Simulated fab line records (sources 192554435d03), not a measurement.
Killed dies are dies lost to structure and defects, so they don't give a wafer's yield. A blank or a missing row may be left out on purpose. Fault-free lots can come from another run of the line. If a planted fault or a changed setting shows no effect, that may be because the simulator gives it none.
Matching of chambers + flow n5 finfet + N5_BEOL_M5_ETCH_72 on rie diel-02: 4 sister chambers
The step etches underlayer in N2/H2, target depth 6.5 nm, time 5.2 s. 4 wafers are shown with their chamber, then 8 later ones without.

== EACH WAFER AND ITS CHAMBER ==
| wafer  | chamber | drypump motor current A (A) |
|--------|---------|-----------------------------|
| L088.4 | 0       | 6.1                         |
| L090.3 | 2       | 6.0                         |
| L090.5 | 3       | 5.7                         |
| L093.1 | 1       | 6.3                         |

== WAFERS WITH NO CHAMBER GIVEN ==
| wafer  | drypump motor current A (A) |
|--------|-----------------------------|
| L093.2 | 6.0                         |
| L093.3 | 5.7                         |
| L095.1 | 5.9                         |
| L095.2 | 6.3                         |
| L095.3 | 5.8                         |
| L096.2 | 6.3                         |
| L096.3 | 6.0                         |
| L096.4 | 6.0                         |

== CHAMBER TAKEN BY EACH ==
| wafer  | from the rows above | in truth |
|--------|---------------------|----------|
| L093.2 | 2                   | 2        |
| L093.3 | 3                   | 3        |
| L095.1 | 2                   | 2        |
| L095.2 | 1                   | 1        |
| L095.3 | 3                   | 3        |
| L096.2 | 1                   | 1        |
| L096.3 | 2                   | 2        |
| L096.4 | 2                   | 2        |
Placed correctly: 8 of 8. Can't be placed from these rows: 0. Placed wrongly: 0.
How it was worked out, from the rows above alone: a wafer's distance from a chamber is the root of the sum, over the readings, of the square of ((its reading less the chamber's mean) divided by the reading's scatter). The wafer belongs to the nearest chamber; if the next one is less than 2 further off, it can't be placed. The mean given for a chamber averages the wafers shown for that chamber. The scatter: with one shown wafer a chamber, the root of the mean of the squares of how far each hidden wafer lies from its nearest shown one.
